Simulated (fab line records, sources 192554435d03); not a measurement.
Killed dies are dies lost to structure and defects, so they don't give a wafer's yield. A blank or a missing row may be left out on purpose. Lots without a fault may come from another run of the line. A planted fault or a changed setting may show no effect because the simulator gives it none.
Tool commonality check | flow n5_finfet | 9 lots, 27 wafers sampled

WHY IT WAS OPENED
At N5_PMOS_HMC_CHANNEL_EPI_THK_MEAS_22 the reading HMC_CMP_THK is flagged on 2 of 9 lots. Wafers without a fault read 53.8 nm, standard deviation 0.65.
Rule: a lot is flagged when every wafer of it that has a number lies more than 4 standard deviations from that mean, or none has a number. The other lots count as sound.

lot  | measured    | on            | HMC_CMP_THK (nm), wafer by wafer | flag
L338 | day 2 13:53 | film_metro-01 | 54.1 52.7 54.0                   |
L345 | day 4 08:02 | film_metro-02 | 53.2 53.2 52.8                   |
L346 | day 4 15:02 | film_metro-01 | 54.1 54.7 54.6                   |
L347 | day 4 20:29 | film_metro-02 | 53.7 53.7 53.9                   |
L348 | day 5 03:28 | film_metro-02 | 54.0 54.3 52.9                   |
L349 | day 5 08:22 | film_metro-02 | 49.3 49.5 49.2                   | FLAGGED
L350 | day 5 15:12 | film_metro-01 | 48.3 48.7 48.3                   | FLAGGED
L355 | day 6 20:34 | film_metro-01 | 52.6 54.7 54.6                   |
L358 | day 7 13:11 | film_metro-01 | 53.7 53.6 53.3                   |
The numbers of the flagged lots are 48.9 nm on average: -4.9 nm against the usual, or -8 standard deviations.

WHICH TOOL RAN EACH LOT
The record holds 3 process steps before the reading, out of a route of 1938 steps. In each cell: the tool, then ch and the chambers that the sampled wafers went through, then the start.
lot  | flag    | N5_PMOS_HMC_CHANNEL_EPI_STRIP_33  | N5_PMOS_HMC_CHANNEL_EPI_EPI_20 | N5_PMOS_HMC_CHANNEL_EPI_CMP_21
L338 |         | rie_diel-03 ch 0,2,3, day 2 11:22 | epi_rpcvd-02 ch 0, day 2 11:51 | cmp-04 ch 0,2,3, day 2 13:35
L345 |         | rie_diel-02 ch 0,1,2, day 4 05:31 | epi_rpcvd-02 ch 0, day 4 06:01 | cmp-02 ch 0,1,3, day 4 07:50
L346 |         | rie_diel-04 ch 0,1, day 4 11:59   | epi_rpcvd-01 ch 0, day 4 12:50 | cmp-02 ch 0,1,2, day 4 14:49
L347 |         | rie_diel-03 ch 0,2, day 4 17:57   | epi_rpcvd-03 ch 0, day 4 18:27 | cmp-02 ch 1,2,3, day 4 20:16
L348 |         | rie_diel-04 ch 0,3, day 4 23:41   | epi_rpcvd-01 ch 0, day 5 00:40 | cmp-02 ch 1,2,3, day 5 03:12
L349 | FLAGGED | rie_diel-03 ch 0,3, day 5 05:50   | epi_rpcvd-02 ch 0, day 5 06:20 | cmp-02 ch 2,3, day 5 08:07
L350 | FLAGGED | rie_diel-02 ch 0,3, day 5 12:35   | epi_rpcvd-02 ch 0, day 5 13:20 | cmp-03 ch 1,2,3, day 5 14:55
L355 |         | rie_diel-02 ch 1,2,3, day 6 18:02 | epi_rpcvd-03 ch 0, day 6 18:32 | cmp-03 ch 1,3, day 6 20:18
L358 |         | rie_diel-03 ch 1,2,3, day 7 11:04 | epi_rpcvd-03 ch 0, day 7 11:34 | cmp-03 ch 1,3, day 7 12:53
What these steps do:
- N5_PMOS_HMC_CHANNEL_EPI_STRIP_33: strips in N2/H2.
- N5_PMOS_HMC_CHANNEL_EPI_EPI_20: deposits SiGe30, target thk 59 nm.
- N5_PMOS_HMC_CHANNEL_EPI_CMP_21: polishes SiGe30, target thk 54 nm.
- N5_PMOS_HMC_CHANNEL_EPI_THK_MEAS_22

FLAGGED OVER TOTAL, TOOL BY TOOL (the gauges that took the reading come last)
step                                | tool          | lots run | flagged | share of the flagged lots | sound lots run after its first flagged lot
N5_PMOS_HMC_CHANNEL_EPI_STRIP_33    | rie_diel-02   | 3        | 1       | some                      | 1 (L355)
N5_PMOS_HMC_CHANNEL_EPI_STRIP_33    | rie_diel-03   | 4        | 1       | some                      | 1 (L358)
N5_PMOS_HMC_CHANNEL_EPI_STRIP_33    | rie_diel-04   | 2        | 0       | none                      | -
N5_PMOS_HMC_CHANNEL_EPI_EPI_20      | epi_rpcvd-01  | 2        | 0       | none                      | -
N5_PMOS_HMC_CHANNEL_EPI_EPI_20      | epi_rpcvd-02  | 4        | 2       | all                       | 0
N5_PMOS_HMC_CHANNEL_EPI_EPI_20      | epi_rpcvd-03  | 3        | 0       | none                      | -
N5_PMOS_HMC_CHANNEL_EPI_CMP_21      | cmp-02        | 5        | 1       | some                      | 0
N5_PMOS_HMC_CHANNEL_EPI_CMP_21      | cmp-03        | 3        | 1       | some                      | 2 (L355,L358)
N5_PMOS_HMC_CHANNEL_EPI_CMP_21      | cmp-04        | 1        | 0       | none                      | -
N5_PMOS_HMC_CHANNEL_EPI_THK_MEAS_22 | film_metro-01 | 5        | 1       | some                      | 2 (L355,L358)
N5_PMOS_HMC_CHANNEL_EPI_THK_MEAS_22 | film_metro-02 | 4        | 1       | some                      | 0

WHAT THE TABLE ALLOWS
1 row of the table ran every flagged lot: epi_rpcvd-02 at N5_PMOS_HMC_CHANNEL_EPI_EPI_20.
- epi_rpcvd-02 at N5_PMOS_HMC_CHANNEL_EPI_EPI_20: 2 of its 4 lots flagged. Its last sound lot is L345 (day 4 06:01), its first flagged lot L349 (day 5 06:20): a fault that began between those two fits. Its own readings lie more than 4 standard deviations out on every wafer of the flagged lots: chamber_pressure_Torr.
One tool is left: epi_rpcvd-02 at N5_PMOS_HMC_CHANNEL_EPI_EPI_20.

WHAT THE SIMULATOR HAD PUT IN
Process parameter drift: epi_rpcvd-02, from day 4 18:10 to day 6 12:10, at N5_PMOS_HMC_CHANNEL_EPI_EPI_20. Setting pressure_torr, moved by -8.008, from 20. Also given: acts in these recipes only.
Lots struck among those shown: L349, L350. The rule above found the same.
